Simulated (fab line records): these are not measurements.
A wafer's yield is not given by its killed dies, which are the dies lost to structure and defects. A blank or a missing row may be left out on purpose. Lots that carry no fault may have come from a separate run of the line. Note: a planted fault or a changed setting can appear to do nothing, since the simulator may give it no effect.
Matching of chambers :: flow nand_harc :: 4 sister chambers for NHARC_A_STAIRCASE_CMP_152 on cmp-01
The step polishes. 16 wafers are shown with their chamber, then 8 later ones without.

## WAFERS WITH THEIR CHAMBER
wafer: L075.1
chamber: 0
motor_current_A (A): 10.5

wafer: L075.2
chamber: 3
motor_current_A (A): 11.4

wafer: L075.6
chamber: 1
motor_current_A (A): 15.9

wafer: L079.2
chamber: 1
motor_current_A (A): 15.0

wafer: L079.4
chamber: 3
motor_current_A (A): 11.5

wafer: L079.6
chamber: 1
motor_current_A (A): 14.9

wafer: L082.1
chamber: 0
motor_current_A (A): 10.4

wafer: L082.4
chamber: 1
motor_current_A (A): 14.4

wafer: L082.6
chamber: 3
motor_current_A (A): 11.4

wafer: L085.2
chamber: 3
motor_current_A (A): 11.7

wafer: L085.4
chamber: 1
motor_current_A (A): 15.6

wafer: L085.5
chamber: 1
motor_current_A (A): 15.2

wafer: L090.1
chamber: 0
motor_current_A (A): 10.0

wafer: L090.4
chamber: 2
motor_current_A (A): 11.8

wafer: L090.5
chamber: 2
motor_current_A (A): 12.5

wafer: L094.1
chamber: 1
motor_current_A (A): 15.3

SIGNATURES (means of the wafers above)
reading: motor_current_A
chamber 0: 10.300
chamber 1: 15.186
chamber 2: 12.150
chamber 3: 11.500
scatter within a chamber: 0.395
Rule: a wafer's distance from a chamber is the root of the sum, over the readings, of the square of ((its reading less the chamber's mean) divided by the reading's scatter). The wafer belongs to the nearest chamber; if the next one is less than 2 further off, it can't be placed. The scatter: the root of (the sum of the squares of (reading less its chamber's mean) over the shown wafers, divided by (wafers less chambers)).

## WAFERS WITHOUT THEIR CHAMBER
wafer: L094.4
motor_current_A (A): 10.5

wafer: L094.5
motor_current_A (A): 11.1

wafer: L095.1
motor_current_A (A): 14.8

wafer: L095.3
motor_current_A (A): 9.8

wafer: L095.4
motor_current_A (A): 12.3

wafer: L096.1
motor_current_A (A): 10.2

wafer: L096.3
motor_current_A (A): 15.4

wafer: L096.6
motor_current_A (A): 15.3

## WHICH CHAMBER EACH ONE RAN IN
wafer: L094.4
from the rows above: 0
in truth: 0

wafer: L094.5
from the rows above: can't be placed: 3 or 0 or 2
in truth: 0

wafer: L095.1
from the rows above: 1
in truth: 1

wafer: L095.3
from the rows above: 0
in truth: 0

wafer: L095.4
from the rows above: can't be placed: 2 or 3
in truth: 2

wafer: L096.1
from the rows above: 0
in truth: 0

wafer: L096.3
from the rows above: 1
in truth: 1

wafer: L096.6
from the rows above: 1
in truth: 1
6 of 8 placed correctly. Cannot be placed on the basis of these rows: 2; the candidates contain the true chamber in 2. Wrongly placed: 0.
